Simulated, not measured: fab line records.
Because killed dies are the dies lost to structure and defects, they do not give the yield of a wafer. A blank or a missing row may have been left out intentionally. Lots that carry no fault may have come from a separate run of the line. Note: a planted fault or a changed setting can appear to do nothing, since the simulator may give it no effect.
Chamber matching + flow nand_harc + 4 sister chambers for NHARC_A_BONDPAD_STRIP_15 on rie_diel-01
The step strips in O2. 4 wafers are shown with their chamber, then 7 later ones without.

== EACH WAFER AND ITS CHAMBER ==
| wafer  | chamber | drypump_motor_current_A (A) |
|--------|---------|-----------------------------|
| L769.4 | 2       | 6.1                         |
| L779.1 | 1       | 6.3                         |
| L778.1 | 0       | 5.3                         |
| L778.2 | 3       | 5.6                         |

== WAFERS WITHOUT THEIR CHAMBER ==
| wafer  | drypump_motor_current_A (A) |
|--------|-----------------------------|
| L778.3 | 6.3                         |
| L784.1 | 6.2                         |
| L784.4 | 5.3                         |
| L784.5 | 6.2                         |
| L788.2 | 5.3                         |
| L788.3 | 5.6                         |
| L788.6 | 5.3                         |

== CHAMBER TAKEN BY EACH ==
| wafer  | from the rows above     | in truth |
|--------|-------------------------|----------|
| L778.3 | 1                       | 1        |
| L784.1 | can't be placed: 1 or 2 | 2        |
| L784.4 | 0                       | 0        |
| L784.5 | can't be placed: 1 or 2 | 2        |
| L788.2 | 0                       | 0        |
| L788.3 | 3                       | 3        |
| L788.6 | 0                       | 0        |
Correctly placed: 5 of 7. Not placeable from these rows: 2 (in 2, the candidates include the true chamber). Placed wrongly: 0.
How it was worked out, from the rows above alone: a wafer's distance from a chamber is the root of the sum, over the readings, of the square of ((its reading less the chamber's mean) divided by the reading's scatter). If the next closest chamber is less than 2 further off than the closest, the wafer can't be placed; otherwise it belongs to the closest. A chamber's mean is the mean of its shown wafers. The scatter: root of mean squared gap, hidden wafer to nearest shown wafer, with one shown wafer a chamber.
